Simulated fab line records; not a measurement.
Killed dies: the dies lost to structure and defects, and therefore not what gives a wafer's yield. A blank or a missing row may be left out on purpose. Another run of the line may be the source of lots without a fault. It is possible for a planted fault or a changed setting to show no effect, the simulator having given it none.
fab line records || flow n5Finfet || part 2 of 2: steps 31 to 36 of 36
record {"lots": 5, "wafers": 15, "lastDay": 15}
route steps=1938 shown MIM_BOT@1833 MIM_TOP@1834 MIM_TOP_LITHO@1839 MIM_TOP_ETCH@1851 MIM_BOT_LITHO@1854 MIM_BOT_ETCH@1866
lots that met no fault: taken from a fault-free run of the same line
startH: hours from the record's opening day to when the first of the lot's shown wafers began || waitH: how many hours have passed since the lot's step before this one || " repeats the value in the row above || L1.1+2: several wafers, shown together as one row || - no value, or no start given || * or withheld: withheld || < > ~ a bound
route shown NAME@n: NAME is a module with steps in the file, n the number in the route of the first one || usual: mean/standard deviation of fault-free wafers || same: alike in all rows || chamber/n: place in a boat || sites: per-site readings || _std_site: the values' standard deviation || _edge_site: outer sites' mean less inner sites' || radiusMm: how far each site lies from the wafer's centre || mask NAME#n: copy n || behind: the most recent tool/chamber to have shaped the wafer || hold: why the lot was held/for how many hours/how that ended || device: transistor that didn't switch, given as n, p or np || end of line: the same wafers' tests at the end of the route || a step with no rows: only its recipe || killed: the dies lost at the first sort to structure and to defects; this is not the yield of the wafer || map: a wafer's dies, marking killed ones x, the rest . and places with no die _
set.NAME: the setting as run; set.NAME@STEP: as run at that earlier step || model.NAME: the simulator's own value behind a step, which no gauge read
lots seen at some steps along the route; tables by step, rows by wafer
services: the hour from which a tool's chamber was out of use, counted from the record's first day as startH (under 0 if before that day), plus the number of hours and why
## steps
# step N5_MIM_BOT_LITHO_OVL_MEAS_11
# recipe {"pointsPerWafer": 44}
# usual {"MIM_BOT_OVL": "0/5.5"}
{"lot.wafer": "L076.1", "tool": "overlay-02", "chamber": 0, "startH": 265.65, "waitH": 0.0, "MIM_BOT_OVL[nm]": 3}
{"lot.wafer": "L076.5", "tool": "overlay-02", "chamber": 0, "startH": 265.65, "waitH": 0.0, "MIM_BOT_OVL[nm]": 1}
{"lot.wafer": "L076.6", "tool": "overlay-02", "chamber": 0, "startH": 265.65, "waitH": 0.0, "MIM_BOT_OVL[nm]": -7}
{"lot.wafer": "L079.2", "tool": "overlay-02", "chamber": 0, "startH": 304.44, "waitH": 0.0, "MIM_BOT_OVL[nm]": -4}
{"lot.wafer": "L079.5", "tool": "overlay-02", "chamber": 0, "startH": 304.44, "waitH": 0.0, "MIM_BOT_OVL[nm]": -2}
{"lot.wafer": "L079.6", "tool": "overlay-02", "chamber": 0, "startH": 304.44, "waitH": 0.0, "MIM_BOT_OVL[nm]": -3}
{"lot.wafer": "L083.1", "tool": "overlay-02", "chamber": 0, "startH": 327.19, "waitH": 0.0, "MIM_BOT_OVL[nm]": 8}
{"lot.wafer": "L083.2", "tool": "overlay-02", "chamber": 0, "startH": 327.19, "waitH": 0.0, "MIM_BOT_OVL[nm]": -1}
{"lot.wafer": "L083.4", "tool": "overlay-02", "chamber": 0, "startH": 327.19, "waitH": 0.0, "MIM_BOT_OVL[nm]": 2}
{"lot.wafer": "L084.1", "tool": "overlay-01", "chamber": 0, "startH": 332.44, "waitH": 0.0, "MIM_BOT_OVL[nm]": -4}
{"lot.wafer": "L084.2", "tool": "overlay-01", "chamber": 0, "startH": 332.44, "waitH": 0.0, "MIM_BOT_OVL[nm]": -4}
{"lot.wafer": "L084.5", "tool": "overlay-01", "chamber": 0, "startH": 332.44, "waitH": 0.0, "MIM_BOT_OVL[nm]": 3}
{"lot.wafer": "L085.2", "tool": "overlay-01", "chamber": 0, "startH": 339.57, "waitH": 0.0, "MIM_BOT_OVL[nm]": -6}
{"lot.wafer": "L085.4", "tool": "overlay-01", "chamber": 0, "startH": 339.57, "waitH": 0.0, "MIM_BOT_OVL[nm]": 3}
{"lot.wafer": "L085.6", "tool": "overlay-01", "chamber": 0, "startH": 339.57, "waitH": 0.0, "MIM_BOT_OVL[nm]": 4}
# step N5_MIM_BOT_LITHO_INSPECT_12
# recipe {"mode": "adi", "inspectInstrument": "macro"}
# usual {"rawDefectCount": "2.1/1.5"}
{"lot.wafer": "L076.1", "tool": "defectInspect-01", "chamber": "-", "startH": 265.67, "waitH": 0.0, "rawDefectCount": 0}
{"lot.wafer": "L076.5", "tool": "defectInspect-01", "chamber": "-", "startH": 265.67, "waitH": 0.0, "rawDefectCount": 5}
{"lot.wafer": "L076.6", "tool": "defectInspect-01", "chamber": "-", "startH": 265.67, "waitH": 0.0, "rawDefectCount": 1}
{"lot.wafer": "L079.2", "tool": "defectInspect-02", "chamber": "-", "startH": 304.47, "waitH": 0.0, "rawDefectCount": 1}
{"lot.wafer": "L079.5", "tool": "defectInspect-02", "chamber": "-", "startH": 304.47, "waitH": 0.0, "rawDefectCount": 4}
{"lot.wafer": "L079.6", "tool": "defectInspect-02", "chamber": "-", "startH": 304.47, "waitH": 0.0, "rawDefectCount": 2}
{"lot.wafer": "L083.1", "tool": "defectInspect-02", "chamber": "-", "startH": 327.22, "waitH": 0.0, "rawDefectCount": 5}
{"lot.wafer": "L083.2", "tool": "defectInspect-02", "chamber": "-", "startH": 327.22, "waitH": 0.0, "rawDefectCount": 0}
{"lot.wafer": "L083.4", "tool": "defectInspect-02", "chamber": "-", "startH": 327.22, "waitH": 0.0, "rawDefectCount": 3}
{"lot.wafer": "L084.1", "tool": "defectInspect-01", "chamber": "-", "startH": 332.46, "waitH": 0.0, "rawDefectCount": 1}
{"lot.wafer": "L084.2", "tool": "defectInspect-01", "chamber": "-", "startH": 332.46, "waitH": 0.0, "rawDefectCount": 0}
{"lot.wafer": "L084.5", "tool": "defectInspect-01", "chamber": "-", "startH": 332.46, "waitH": 0.0, "rawDefectCount": 0}
{"lot.wafer": "L085.2", "tool": "defectInspect-02", "chamber": "-", "startH": 339.60, "waitH": 0.0, "rawDefectCount": 1}
{"lot.wafer": "L085.4", "tool": "defectInspect-02", "chamber": "-", "startH": 339.60, "waitH": 0.0, "rawDefectCount": 5}
{"lot.wafer": "L085.6", "tool": "defectInspect-02", "chamber": "-", "startH": 339.60, "waitH": 0.0, "rawDefectCount": 2}
# step N5_MIM_BOT_LITHO_DESCUM_10
# recipe {"chemistry": "O2", "timeS": 7.9, "sourcePowerW": 50, "biasPowerW": 20, "pressureMtorr": 20, "rfFrequencyHz": 2.712e+07, "tempC": 40, "o2FlowSccm": 225}
# usual {"drypumpMotorCurrentA": "5.6/0.49", "oesProductAu": "0.79/0.11", "rfVppV": "243.4/1.5", "showerheadPlenumPTorr": "2.11/0.082", "throttleValvePct": "20.34/0.27"}
{"lot.wafer": "L076.1", "tool": "rieDiel-01", "chamber": 0, "startH": 265.71, "waitH": 0.0, "drypumpMotorCurrentA": 6.0, "oesProductAu": 0.66, "rfHoursCounterH": 243, "rfVppV": 245.8, "showerheadPlenumPTorr": 2.18, "throttleValvePct": 20.75}
{"lot.wafer": "L076.5", "tool": "rieDiel-01", "chamber": 3, "startH": 265.71, "waitH": 0.0, "drypumpMotorCurrentA": 5.7, "oesProductAu": 0.85, "rfHoursCounterH": "-", "rfVppV": 243.1, "showerheadPlenumPTorr": 2.07, "throttleValvePct": 20.19}
{"lot.wafer": "L076.6", "tool": "rieDiel-01", "chamber": 2, "startH": 265.71, "waitH": 0.0, "drypumpMotorCurrentA": 5.6, "oesProductAu": 0.88, "rfHoursCounterH": "-", "rfVppV": 244.5, "showerheadPlenumPTorr": 2.24, "throttleValvePct": 20.17}
{"lot.wafer": "L079.2", "tool": "rieDiel-03", "chamber": 1, "startH": 304.57, "waitH": 0.1, "drypumpMotorCurrentA": 5.4, "oesProductAu": 0.81, "rfHoursCounterH": 68, "rfVppV": 242.1, "showerheadPlenumPTorr": 2.04, "throttleValvePct": 20.02}
{"lot.wafer": "L079.5", "tool": "rieDiel-03", "chamber": 1, "startH": 304.57, "waitH": 0.1, "drypumpMotorCurrentA": 5.4, "oesProductAu": 0.80, "rfHoursCounterH": "-", "rfVppV": 242.6, "showerheadPlenumPTorr": 2.04, "throttleValvePct": 20.01}
{"lot.wafer": "L079.6", "tool": "rieDiel-03", "chamber": 0, "startH": 304.57, "waitH": 0.1, "drypumpMotorCurrentA": 5.2, "oesProductAu": 0.82, "rfHoursCounterH": "-", "rfVppV": 245.8, "showerheadPlenumPTorr": 2.20, "throttleValvePct": 20.13}
{"lot.wafer": "L083.1", "tool": "rieDiel-03", "chamber": 0, "startH": 327.25, "waitH": 0.0, "drypumpMotorCurrentA": 5.2, "oesProductAu": 0.81, "rfHoursCounterH": 62, "rfVppV": 244.9, "showerheadPlenumPTorr": 2.20, "throttleValvePct": 20.14}
{"lot.wafer": "L083.2", "tool": "rieDiel-03", "chamber": 1, "startH": 327.25, "waitH": 0.0, "drypumpMotorCurrentA": 5.4, "oesProductAu": 0.79, "rfHoursCounterH": 75, "rfVppV": 242.6, "showerheadPlenumPTorr": 2.04, "throttleValvePct": 20.04}
{"lot.wafer": "L083.4", "tool": "rieDiel-03", "chamber": 2, "startH": 327.25, "waitH": 0.0, "drypumpMotorCurrentA": 4.7, "oesProductAu": 0.88, "rfHoursCounterH": 42, "rfVppV": 243.1, "showerheadPlenumPTorr": 2.05, "throttleValvePct": 20.15}
{"lot.wafer": "L084.1", "tool": "rieDiel-05", "chamber": 3, "startH": 332.49, "waitH": 0.0, "drypumpMotorCurrentA": 4.8, "oesProductAu": 0.67, "rfHoursCounterH": 242, "rfVppV": 245.8, "showerheadPlenumPTorr": 2.15, "throttleValvePct": 20.48}
{"lot.wafer": "L084.2", "tool": "rieDiel-05", "chamber": 1, "startH": 332.49, "waitH": 0.0, "drypumpMotorCurrentA": 5.4, "oesProductAu": 0.67, "rfHoursCounterH": 238, "rfVppV": 243.3, "showerheadPlenumPTorr": 2.07, "throttleValvePct": 20.75}
{"lot.wafer": "L084.5", "tool": "rieDiel-05", "chamber": 2, "startH": 332.49, "waitH": 0.0, "drypumpMotorCurrentA": 6.2, "oesProductAu": 0.66, "rfHoursCounterH": "-", "rfVppV": 242.3, "showerheadPlenumPTorr": 1.97, "throttleValvePct": 20.75}
{"lot.wafer": "L085.2", "tool": "rieDiel-05", "chamber": 2, "startH": 339.63, "waitH": 0.0, "drypumpMotorCurrentA": 6.2, "oesProductAu": 0.66, "rfHoursCounterH": 246, "rfVppV": 242.1, "showerheadPlenumPTorr": 1.97, "throttleValvePct": 20.75}
{"lot.wafer": "L085.4", "tool": "rieDiel-05", "chamber": 3, "startH": 339.63, "waitH": 0.0, "drypumpMotorCurrentA": 4.8, "oesProductAu": 0.68, "rfHoursCounterH": 245, "rfVppV": 243.5, "showerheadPlenumPTorr": 2.15, "throttleValvePct": 20.49}
{"lot.wafer": "L085.6", "tool": "rieDiel-05", "chamber": 1, "startH": 339.63, "waitH": 0.0, "drypumpMotorCurrentA": 5.4, "oesProductAu": 0.67, "rfHoursCounterH": "-", "rfVppV": 243.2, "showerheadPlenumPTorr": 2.07, "throttleValvePct": 20.77}
# step N5_MIM_BOT_ETCH_ETCH_04
# recipe {"chemistry": "CF4/O2", "target": "SiNx", "targetDepthA": 260, "timeS": 13, "ionEnergyEv": 100, "pressureMtorr": 40, "sourceW": 535, "biasW": 49, "Ar_flow_sccm": 100, "cf4FlowSccm": 100, "O2_flow_sccm": 10}
# usual {"O2_flow_sccm": "9.999/0.025", "drypumpMotorCurrentA": "5.6/0.49", "oes_f_703_au": "0.80/0.11", "oesProductAu": "0.79/0.11", "rfVppV": "239/5", "showerheadPlenumPTorr": "2.22/0.086", "throttleValvePct": "15.89/0.25"}
{"lot.wafer": "L076.1", "tool": "rieDiel-01", "chamber": 0, "startH": 265.77, "waitH": 0.0, "O2_flow_sccm": 10.026, "drypumpMotorCurrentA": 6.0, "oes_f_703_au": 0.67, "oesProductAu": 0.67, "rfHoursCounterH": 243, "rfVppV": 247, "showerheadPlenumPTorr": 2.25, "throttleValvePct": 16.08}
{"lot.wafer": "L076.5", "tool": "rieDiel-01", "chamber": 3, "startH": 265.77, "waitH": 0.0, "O2_flow_sccm": 9.990, "drypumpMotorCurrentA": 5.7, "oes_f_703_au": 0.82, "oesProductAu": 0.83, "rfHoursCounterH": "-", "rfVppV": 244, "showerheadPlenumPTorr": 2.15, "throttleValvePct": 15.64}
{"lot.wafer": "L076.6", "tool": "rieDiel-01", "chamber": 2, "startH": 265.77, "waitH": 0.0, "O2_flow_sccm": 9.955, "drypumpMotorCurrentA": 5.5, "oes_f_703_au": 0.92, "oesProductAu": 0.89, "rfHoursCounterH": "-", "rfVppV": 238, "showerheadPlenumPTorr": 2.34, "throttleValvePct": 15.67}
{"lot.wafer": "L079.2", "tool": "rieDiel-03", "chamber": 1, "startH": 304.63, "waitH": 0.0, "O2_flow_sccm": 10.018, "drypumpMotorCurrentA": 5.4, "oes_f_703_au": 0.85, "oesProductAu": 0.83, "rfHoursCounterH": 68, "rfVppV": 236, "showerheadPlenumPTorr": 2.14, "throttleValvePct": 15.57}
{"lot.wafer": "L079.5", "tool": "rieDiel-03", "chamber": 1, "startH": 304.63, "waitH": 0.0, "O2_flow_sccm": 10.075, "drypumpMotorCurrentA": 5.4, "oes_f_703_au": 0.85, "oesProductAu": 0.83, "rfHoursCounterH": "-", "rfVppV": 237, "showerheadPlenumPTorr": 2.14, "throttleValvePct": 15.58}
{"lot.wafer": "L079.6", "tool": "rieDiel-03", "chamber": 0, "startH": 304.63, "waitH": 0.0, "O2_flow_sccm": 9.987, "drypumpMotorCurrentA": 5.2, "oes_f_703_au": 0.81, "oesProductAu": 0.82, "rfHoursCounterH": "-", "rfVppV": 242, "showerheadPlenumPTorr": 2.35, "throttleValvePct": 15.79}
{"lot.wafer": "L083.1", "tool": "rieDiel-03", "chamber": 0, "startH": 327.32, "waitH": 0.0, "O2_flow_sccm": 9.974, "drypumpMotorCurrentA": 5.2, "oes_f_703_au": 0.81, "oesProductAu": 0.81, "rfHoursCounterH": 62, "rfVppV": 243, "showerheadPlenumPTorr": 2.34, "throttleValvePct": 15.82}
{"lot.wafer": "L083.2", "tool": "rieDiel-03", "chamber": 1, "startH": 327.32, "waitH": 0.0, "O2_flow_sccm": 10.016, "drypumpMotorCurrentA": 5.4, "oes_f_703_au": 0.84, "oesProductAu": 0.82, "rfHoursCounterH": 75, "rfVppV": 237, "showerheadPlenumPTorr": 2.14, "throttleValvePct": 15.58}
{"lot.wafer": "L083.4", "tool": "rieDiel-03", "chamber": 2, "startH": 327.32, "waitH": 0.0, "O2_flow_sccm": 9.956, "drypumpMotorCurrentA": 4.7, "oes_f_703_au": 0.88, "oesProductAu": 0.88, "rfHoursCounterH": 42, "rfVppV": 236, "showerheadPlenumPTorr": 2.15, "throttleValvePct": 15.62}
{"lot.wafer": "L084.1", "tool": "rieDiel-05", "chamber": 3, "startH": 332.56, "waitH": 0.0, "O2_flow_sccm": 9.980, "drypumpMotorCurrentA": 4.8, "oes_f_703_au": 0.72, "oesProductAu": 0.69, "rfHoursCounterH": 242, "rfVppV": 241, "showerheadPlenumPTorr": 2.26, "throttleValvePct": 16.14}
{"lot.wafer": "L084.2", "tool": "rieDiel-05", "chamber": 1, "startH": 332.56, "waitH": 0.0, "O2_flow_sccm": 9.990, "drypumpMotorCurrentA": 5.4, "oes_f_703_au": 0.68, "oesProductAu": 0.67, "rfHoursCounterH": 238, "rfVppV": 233, "showerheadPlenumPTorr": 2.15, "throttleValvePct": 16.13}
{"lot.wafer": "L084.5", "tool": "rieDiel-05", "chamber": 2, "startH": 332.56, "waitH": 0.0, "O2_flow_sccm": 9.998, "drypumpMotorCurrentA": 6.2, "oes_f_703_au": 0.69, "oesProductAu": 0.68, "rfHoursCounterH": "-", "rfVppV": 231, "showerheadPlenumPTorr": 2.10, "throttleValvePct": 16.36}
{"lot.wafer": "L085.2", "tool": "rieDiel-05", "chamber": 2, "startH": 339.70, "waitH": 0.0, "O2_flow_sccm": 9.985, "drypumpMotorCurrentA": 6.2, "oes_f_703_au": 0.69, "oesProductAu": 0.68, "rfHoursCounterH": 246, "rfVppV": 229, "showerheadPlenumPTorr": 2.10, "throttleValvePct": 16.38}
{"lot.wafer": "L085.4", "tool": "rieDiel-05", "chamber": 3, "startH": 339.70, "waitH": 0.0, "O2_flow_sccm": 10.011, "drypumpMotorCurrentA": 4.8, "oes_f_703_au": 0.72, "oesProductAu": 0.70, "rfHoursCounterH": 245, "rfVppV": 240, "showerheadPlenumPTorr": 2.26, "throttleValvePct": 16.14}
{"lot.wafer": "L085.6", "tool": "rieDiel-05", "chamber": 1, "startH": 339.70, "waitH": 0.0, "O2_flow_sccm": 10.016, "drypumpMotorCurrentA": 5.4, "oes_f_703_au": 0.68, "oesProductAu": 0.66, "rfHoursCounterH": "-", "rfVppV": 234, "showerheadPlenumPTorr": 2.15, "throttleValvePct": 16.14}
# step N5_MIM_BOT_ETCH_ETCH_03
# recipe {"chemistry": "Cl2/BCl3", "targetDepthA": 120, "pressureMtorr": 8, "icpW": 800, "biasW": 100, "Cl2_flow_sccm": 20, "bcl3FlowSccm": 80}
# usual {"drypumpMotorCurrentA": "5.55/0.29", "mfcCl2Sccm": "20.00/0.065", "oesProductAu": "0.82/0.086", "throttleValvePct": "27.8/0.35"}
{"lot.wafer": "L076.1", "tool": "rieMetal-03", "chamber": 0, "startH": 265.86, "waitH": 0.1, "drypumpMotorCurrentA": 5.69, "mfcCl2Sccm": 19.99, "oesProductAu": 0.72, "rfHoursCounterH": 67, "throttleValvePct": 27.6}
{"lot.wafer": "L076.5", "tool": "rieMetal-03", "chamber": 0, "startH": 265.86, "waitH": 0.1, "drypumpMotorCurrentA": 5.66, "mfcCl2Sccm": 19.94, "oesProductAu": 0.72, "rfHoursCounterH": "-", "throttleValvePct": 27.6}
{"lot.wafer": "L076.6", "tool": "rieMetal-03", "chamber": 1, "startH": 265.86, "waitH": 0.1, "drypumpMotorCurrentA": 5.94, "mfcCl2Sccm": 20.03, "oesProductAu": 0.76, "rfHoursCounterH": "-", "throttleValvePct": 28.0}
{"lot.wafer": "L079.2", "tool": "rieMetal-03", "chamber": 0, "startH": 304.72, "waitH": 0.1, "drypumpMotorCurrentA": 5.69, "mfcCl2Sccm": 19.84, "oesProductAu": 0.71, "rfHoursCounterH": 70, "throttleValvePct": 27.6}
{"lot.wafer": "L079.5", "tool": "rieMetal-03", "chamber": 0, "startH": 304.72, "waitH": 0.1, "drypumpMotorCurrentA": 5.67, "mfcCl2Sccm": 19.92, "oesProductAu": 0.71, "rfHoursCounterH": "-", "throttleValvePct": 27.6}
{"lot.wafer": "L079.6", "tool": "rieMetal-03", "chamber": 1, "startH": 304.72, "waitH": 0.1, "drypumpMotorCurrentA": 5.90, "mfcCl2Sccm": 19.98, "oesProductAu": 0.75, "rfHoursCounterH": "-", "throttleValvePct": 28.0}
{"lot.wafer": "L083.1", "tool": "rieMetal-03", "chamber": 0, "startH": 327.40, "waitH": 0.1, "drypumpMotorCurrentA": 5.67, "mfcCl2Sccm": 19.93, "oesProductAu": 0.71, "rfHoursCounterH": 72, "throttleValvePct": 27.6}
{"lot.wafer": "L083.2", "tool": "rieMetal-03", "chamber": 1, "startH": 327.40, "waitH": 0.1, "drypumpMotorCurrentA": 5.88, "mfcCl2Sccm": 20.04, "oesProductAu": 0.75, "rfHoursCounterH": 49, "throttleValvePct": 28.0}
{"lot.wafer": "L083.4", "tool": "rieMetal-03", "chamber": 0, "startH": 327.40, "waitH": 0.1, "drypumpMotorCurrentA": 5.67, "mfcCl2Sccm": 20.03, "oesProductAu": 0.71, "rfHoursCounterH": "-", "throttleValvePct": 27.7}
{"lot.wafer": "L084.1", "tool": "rieMetal-02", "chamber": 0, "startH": 332.65, "waitH": 0.1, "drypumpMotorCurrentA": 4.94, "mfcCl2Sccm": 20.06, "oesProductAu": 0.89, "rfHoursCounterH": 6, "throttleValvePct": 27.7}
{"lot.wafer": "L084.2", "tool": "rieMetal-02", "chamber": 1, "startH": 332.65, "waitH": 0.1, "drypumpMotorCurrentA": 5.52, "mfcCl2Sccm": 19.95, "oesProductAu": 0.94, "rfHoursCounterH": 11, "throttleValvePct": 27.8}
{"lot.wafer": "L084.5", "tool": "rieMetal-02", "chamber": 1, "startH": 332.65, "waitH": 0.1, "drypumpMotorCurrentA": 5.50, "mfcCl2Sccm": 20.01, "oesProductAu": 0.93, "rfHoursCounterH": "-", "throttleValvePct": 27.8}
{"lot.wafer": "L085.2", "tool": "rieMetal-02", "chamber": 0, "startH": 339.78, "waitH": 0.1, "drypumpMotorCurrentA": 4.93, "mfcCl2Sccm": 20.04, "oesProductAu": 0.88, "rfHoursCounterH": 8, "throttleValvePct": 27.7}
{"lot.wafer": "L085.4", "tool": "rieMetal-02", "chamber": 1, "startH": 339.78, "waitH": 0.1, "drypumpMotorCurrentA": 5.51, "mfcCl2Sccm": 20.16, "oesProductAu": 0.93, "rfHoursCounterH": "-", "throttleValvePct": 27.8}
{"lot.wafer": "L085.6", "tool": "rieMetal-02", "chamber": 0, "startH": 339.78, "waitH": 0.1, "drypumpMotorCurrentA": 4.97, "mfcCl2Sccm": 19.99, "oesProductAu": 0.89, "rfHoursCounterH": "-", "throttleValvePct": 27.7}
# step N5_MIM_BOT_ETCH_ETCH_00
# recipe {"chemistry": "Cl2/BCl3", "target": "TiN", "targetDepthA": 455, "ionEnergyEv": 150, "pressureMtorr": 10, "icpW": 1000, "biasW": 126, "Cl2_flow_sccm": 53.25, "bcl3FlowSccm": 21.75, "Ar_flow_sccm": 25}
# usual {"drypumpMotorCurrentA": "5.55/0.29", "mfcCl2Sccm": "53.22/0.17", "oesProductAu": "0.82/0.085", "throttleValvePct": "22.05/0.28"}
{"lot.wafer": "L076.1", "tool": "rieMetal-03", "chamber": 0, "startH": 265.95, "waitH": 0.1, "drypumpMotorCurrentA": 5.63, "mfcCl2Sccm": 53.28, "oesProductAu": 0.72, "rfHoursCounterH": 67, "throttleValvePct": 22.06}
{"lot.wafer": "L076.5", "tool": "rieMetal-03", "chamber": 0, "startH": 265.95, "waitH": 0.1, "drypumpMotorCurrentA": 5.63, "mfcCl2Sccm": 53.28, "oesProductAu": 0.71, "rfHoursCounterH": "-", "throttleValvePct": 22.07}
{"lot.wafer": "L076.6", "tool": "rieMetal-03", "chamber": 1, "startH": 265.95, "waitH": 0.1, "drypumpMotorCurrentA": 5.93, "mfcCl2Sccm": 52.83, "oesProductAu": 0.76, "rfHoursCounterH": "-", "throttleValvePct": 22.31}
{"lot.wafer": "L079.2", "tool": "rieMetal-03", "chamber": 0, "startH": 304.81, "waitH": 0.1, "drypumpMotorCurrentA": 5.69, "mfcCl2Sccm": 53.20, "oesProductAu": 0.72, "rfHoursCounterH": 70, "throttleValvePct": 22.07}
{"lot.wafer": "L079.5", "tool": "rieMetal-03", "chamber": 0, "startH": 304.81, "waitH": 0.1, "drypumpMotorCurrentA": 5.69, "mfcCl2Sccm": 53.37, "oesProductAu": 0.72, "rfHoursCounterH": "-", "throttleValvePct": 22.07}
{"lot.wafer": "L079.6", "tool": "rieMetal-03", "chamber": 1, "startH": 304.81, "waitH": 0.1, "drypumpMotorCurrentA": 5.92, "mfcCl2Sccm": 53.30, "oesProductAu": 0.75, "rfHoursCounterH": "-", "throttleValvePct": 22.33}
{"lot.wafer": "L083.1", "tool": "rieMetal-03", "chamber": 0, "startH": 327.49, "waitH": 0.1, "drypumpMotorCurrentA": 5.65, "mfcCl2Sccm": 53.19, "oesProductAu": 0.71, "rfHoursCounterH": 72, "throttleValvePct": 22.05}
{"lot.wafer": "L083.2", "tool": "rieMetal-03", "chamber": 1, "startH": 327.49, "waitH": 0.1, "drypumpMotorCurrentA": 5.90, "mfcCl2Sccm": 53.16, "oesProductAu": 0.75, "rfHoursCounterH": 49, "throttleValvePct": 22.31}
{"lot.wafer": "L083.4", "tool": "rieMetal-03", "chamber": 0, "startH": 327.49, "waitH": 0.1, "drypumpMotorCurrentA": 5.64, "mfcCl2Sccm": 53.27, "oesProductAu": 0.71, "rfHoursCounterH": "-", "throttleValvePct": 22.05}
{"lot.wafer": "L084.1", "tool": "rieMetal-02", "chamber": 0, "startH": 332.74, "waitH": 0.1, "drypumpMotorCurrentA": 4.91, "mfcCl2Sccm": 52.92, "oesProductAu": 0.89, "rfHoursCounterH": 7, "throttleValvePct": 21.83}
{"lot.wafer": "L084.2", "tool": "rieMetal-02", "chamber": 1, "startH": 332.74, "waitH": 0.1, "drypumpMotorCurrentA": 5.49, "mfcCl2Sccm": 53.40, "oesProductAu": 0.94, "rfHoursCounterH": 11, "throttleValvePct": 22.02}
{"lot.wafer": "L084.5", "tool": "rieMetal-02", "chamber": 1, "startH": 332.74, "waitH": 0.1, "drypumpMotorCurrentA": 5.50, "mfcCl2Sccm": 53.19, "oesProductAu": 0.93, "rfHoursCounterH": "-", "throttleValvePct": 22.04}
{"lot.wafer": "L085.2", "tool": "rieMetal-02", "chamber": 0, "startH": 339.87, "waitH": 0.1, "drypumpMotorCurrentA": 4.93, "mfcCl2Sccm": 53.02, "oesProductAu": 0.90, "rfHoursCounterH": 8, "throttleValvePct": 21.82}
{"lot.wafer": "L085.4", "tool": "rieMetal-02", "chamber": 1, "startH": 339.87, "waitH": 0.1, "drypumpMotorCurrentA": 5.49, "mfcCl2Sccm": 53.12, "oesProductAu": 0.94, "rfHoursCounterH": "-", "throttleValvePct": 22.00}
{"lot.wafer": "L085.6", "tool": "rieMetal-02", "chamber": 0, "startH": 339.87, "waitH": 0.1, "drypumpMotorCurrentA": 4.95, "mfcCl2Sccm": 52.96, "oesProductAu": 0.89, "rfHoursCounterH": "-", "throttleValvePct": 21.82}
## services
{"tool": "rieDiel-05", "chamber": 2, "startH": 241.81, "hours": 11.7, "kind": "repair"}
{"tool": "rieMetal-03", "chamber": "-", "startH": 242.53, "hours": 0.8, "kind": "repair"}
{"tool": "pvdSputter-01", "chamber": "-", "startH": 256.70, "hours": 7.0, "kind": "repair"}
{"tool": "rieMetal-02", "chamber": "-", "startH": 260.14, "hours": 0.2, "kind": "repair"}
{"tool": "rieMetal-02", "chamber": "-", "startH": 268.16, "hours": 2.8, "kind": "pm"}
{"tool": "krfScanner-01", "chamber": "-", "startH": 279.90, "hours": 0.8, "kind": "pm"}
{"tool": "rieDiel-05", "chamber": 1, "startH": 284.48, "hours": 2.8, "kind": "repair"}
{"tool": "krfScanner-01", "chamber": 0, "startH": 285.31, "hours": "-", "kind": "calibration"}
{"tool": "aldHk-01", "chamber": "-", "startH": 288.31, "hours": 8.7, "kind": "pm"}
{"tool": "rieDiel-01", "chamber": 0, "startH": 288.98, "hours": "-", "kind": "clean"}
{"tool": "rieDiel-01", "chamber": 0, "startH": 288.98, "hours": "-", "kind": "consumableReplace:focusRing"}
{"tool": "rieDiel-01", "chamber": 0, "startH": 288.98, "hours": 18.9, "kind": "scheduledDown"}
{"tool": "rieDiel-01", "chamber": 0, "startH": 288.98, "hours": 18.9, "kind": "ventCycle"}
{"tool": "pecvd-02", "chamber": 0, "startH": 290.72, "hours": "-", "kind": "clean"}
{"tool": "krfScanner-02", "chamber": "-", "startH": 294.21, "hours": 4.4, "kind": "pm"}
{"tool": "pecvd-04", "chamber": 0, "startH": 294.62, "hours": 3.5, "kind": "repair"}
{"tool": "rieMetal-01", "chamber": 0, "startH": 311.77, "hours": 1.4, "kind": "repair"}
{"tool": "krfScanner-02", "chamber": "-", "startH": 313.30, "hours": 1.4, "kind": "repair"}
{"tool": "krfScanner-01", "chamber": "-", "startH": 317.53, "hours": 1.0, "kind": "pm"}
{"tool": "rieMetal-01", "chamber": 1, "startH": 317.85, "hours": 17.7, "kind": "repair"}
{"tool": "krfScanner-01", "chamber": "-", "startH": 318.53, "hours": 1.3, "kind": "pm"}
{"tool": "rieDiel-01", "chamber": 1, "startH": 330.90, "hours": 18.3, "kind": "repair"}
{"tool": "rieDiel-05", "chamber": 1, "startH": 334.52, "hours": 2.8, "kind": "repair"}
{"tool": "krfScanner-02", "chamber": "-", "startH": 337.34, "hours": 0.4, "kind": "repair"}
